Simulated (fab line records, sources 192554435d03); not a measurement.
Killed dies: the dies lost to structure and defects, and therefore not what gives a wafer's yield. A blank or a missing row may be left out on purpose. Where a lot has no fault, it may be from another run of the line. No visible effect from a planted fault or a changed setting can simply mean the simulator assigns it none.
Matching of chambers	flow n5-finfet	rie-diel-02 running N5_BEOL_M12_ETCH_68: 4 sister chambers
The step etches SOC in N2/H2, time 285 s. 16 wafers are shown with their chamber, then 8 later ones without.

EACH WAFER AND ITS CHAMBER
wafer	chamber	showerhead-plenum-p-Torr (Torr)	drypump-motor-current-A (A)	throttle-valve-pct (%)
L075.1	0	2.59	5.98	17.99
L075.3	1	2.72	5.57	17.51
L075.5	0	2.59	5.97	17.96
L076.2	3	2.50	6.10	17.51
L076.4	0	2.59	5.97	17.96
L076.5	0	2.59	6.00	17.97
L078.4	1	2.71	5.61	17.48
L078.5	3	2.50	6.14	17.50
L078.6	2	2.50	5.38	17.49
L081.2	3	2.49	6.11	17.53
L081.3	0	2.58	5.97	17.97
L081.5	1	2.71	5.52	17.51
L085.3	2	2.50	5.36	17.50
L085.4	1	2.71	5.55	17.52
L085.6	1	2.71	5.57	17.53
L090.3	1	2.70	5.58	17.54

SIGNATURES (means of the wafers above)
reading	chamber 0	chamber 1	chamber 2	chamber 3	scatter within a chamber
showerhead-plenum-p-Torr	2.5880	2.7100	2.5000	2.4967	0.00537
drypump-motor-current-A	5.9780	5.5667	5.3700	6.1167	0.0229
throttle-valve-pct	17.9700	17.5150	17.4950	17.5133	0.0165
Rule: for each reading, subtract the chamber's mean from the wafer's reading, divide by that reading's scatter and square the result; add these up over the readings and take the root, which gives the wafer's distance from the chamber. The wafer belongs to the nearest chamber; if the next one is less than 2 further off, it can't be placed. How the scatter is found: for the shown wafers, subtract from each reading the mean of its chamber, square and add these, divide the total by (wafers less chambers), then take the root.

WAFERS WITHOUT THEIR CHAMBER
wafer	showerhead-plenum-p-Torr (Torr)	drypump-motor-current-A (A)	throttle-valve-pct (%)
L090.5	2.70	5.57	17.54
L090.6	2.57	5.96	18.02
L094.1	2.49	5.38	17.54
L094.4	2.57	5.99	18.02
L094.5	2.49	5.36	17.54
L097.3	2.57	5.97	18.04
L097.5	2.57	5.96	18.04
L097.6	2.48	5.37	17.56

CHAMBER TAKEN BY EACH
wafer	from the rows above	in truth
L090.5	1	1
L090.6	0	0
L094.1	2	2
L094.4	0	0
L094.5	2	2
L097.3	0	0
L097.5	0	0
L097.6	2	2
8 of 8 placed correctly. Can't be placed from these rows: 0. Placed wrongly: 0.
